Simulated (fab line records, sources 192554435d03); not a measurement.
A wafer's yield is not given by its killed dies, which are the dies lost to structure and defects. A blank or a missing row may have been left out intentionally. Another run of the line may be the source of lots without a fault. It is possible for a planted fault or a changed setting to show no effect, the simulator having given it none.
Lot-split experiment | flow n5Finfet | route with 1938 steps; 7 lots, 21 wafers read

THE SPLIT ITSELF
At N5_MOL_CONTACT_COAG_CONTACT_ETCH_14 (etches SiO2 in C4F6/O2, target depth 27.5 nm, overetch 8.5 nm, time 20 s), the setting sourceW was moved away from the recipe's 370 W on 6 of the 21 wafers read, by -7.6% to +11.8%. For the rest of the wafers, this setting stayed at what the recipe calls for.

The split's own step is where the reading is taken.

THE READING
rfVppV, in V, at N5_MOL_CONTACT_COAG_CONTACT_ETCH_14 (etches SiO2 in C4F6/O2, target depth 27.5 nm, overetch 8.5 nm, time 20 s). On this fab line, fault-free wafers typically give 690.5 V with a standard deviation of 2.2 V.

wafer  | tool, chamber at the split | sourceW as run, W | against the recipe | rfVppV, V | against lot-mates on the recipe
L074.1 | rieDiel-04, 0              | 370               | recipe             | 688.9     | -
L074.2 | rieDiel-04, 1              | 370               | recipe             | 691.2     | -
L074.5 | rieDiel-04, 1              | 370               | recipe             | 692.7     | -
L082.2 | rieDiel-04, 1              | 370               | recipe             | 689.3     | -
L082.5 | rieDiel-04, 0              | 370               | recipe             | 689.3     | -
L082.6 | rieDiel-04, 3              | 370               | recipe             | 692.1     | -
L084.4 | rieDiel-04, 3              | 370               | recipe             | 689.3     | -
L084.5 | rieDiel-04, 2              | 370               | recipe             | 690.4     | -
L084.6 | rieDiel-04, 1              | 370               | recipe             | 690.6     | -
L086.1 | rieDiel-03, 2              | 370               | recipe             | 691.1     | -
L086.4 | rieDiel-03, 0              | 413.5             | +11.8%             | 672.8     | -18.3
L086.5 | rieDiel-03, 2              | 413.5             | +11.8%             | 667.9     | -23.2
L091.1 | rieDiel-04, 2              | 370               | recipe             | 690.7     | -
L091.4 | rieDiel-04, 0              | 370               | recipe             | 688.6     | -
L091.5 | rieDiel-04, 0              | 370               | recipe             | 688.7     | -
L092.3 | rieDiel-04, 1              | 370               | recipe             | 690.8     | -
L092.5 | rieDiel-04, 1              | 370               | recipe             | 689.8     | -
L092.6 | rieDiel-04, 0              | 348.8             | -5.7%              | 703.3     | +13.0
L093.3 | rieDiel-06, 0              | 341.7             | -7.6%              | 710.2     | no lot-mate on the recipe
L093.4 | rieDiel-06, 1              | 341.7             | -7.6%              | 711.4     | no lot-mate on the recipe
L093.6 | rieDiel-06, 2              | 341.7             | -7.6%              | 704.3     | no lot-mate on the recipe

FIT RESULTS
A straight line over all 21 wafers: rfVppV changes by -1.98 V for each +1% of sourceW; r = -0.97; the points scatter about the line by 2.3 V.
The same after taking each lot's own level away (the mean of its wafers on the recipe; 18 wafers): -1.83 V for each +1%; r = -0.98; scatter 1.5 V.
According to that fit, moving sourceW by its largest amount changes the reading by 22 V.
Measured against the standard deviation above, the lots' own levels, which go from 689.33 to 691.10 V, span 0.8 times it.
The two slopes agree, so the slope changes little with the lot-to-lot level.
Check: -23.8 V against its lot-mates is what the line predicts for one of the wafers moved furthest among these (+11.8%) when that wafer is left out of the fit. It came out at -18.3 V against them.
Tool readings at the split's step, against how far the setting was moved: rfVppV r = -0.97.

OTHER SPLITS ON THESE WAFERS
Before the reading, these wafers also passed through other splits. Each is held against what the fit with the lots' levels taken away leaves over:
other split on the same wafers                  | wafers away from the commonest value | r with rfVppV (lot level and that fit taken away)
N5_PMOS_HMC_CHANNEL_EPI_PEB_07 pebTempC         | 5                                    | +0.34
N5_PMOS_HMC_CHANNEL_EPI_DEVELOP_08 developTimeS | 5                                    | -0.40
N5_FIN_SAQP_SPACER1_ALD_24 tempC                | 9                                    | +0.43
N5_DUMMY_GATE_COAT_28 spinRpm                   | 9                                    | -0.07
N5_DUMMY_GATE_EXPOSE_12 doseMj                  | 3                                    | +0.33
N5_SD_EPI_P_EXPOSE_06 doseMj                    | 6                                    | -0.03
N5_SD_EPI_P_ETCH_16 targetDepthA                | 11                                   | +0.13
N5_SDB_CUT_ETCH_26 icpW                         | 8                                    | +0.14

THE FILE'S OWN FIT
rfVppV changes by -1.86 V for each +1% of sourceW, r = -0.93.
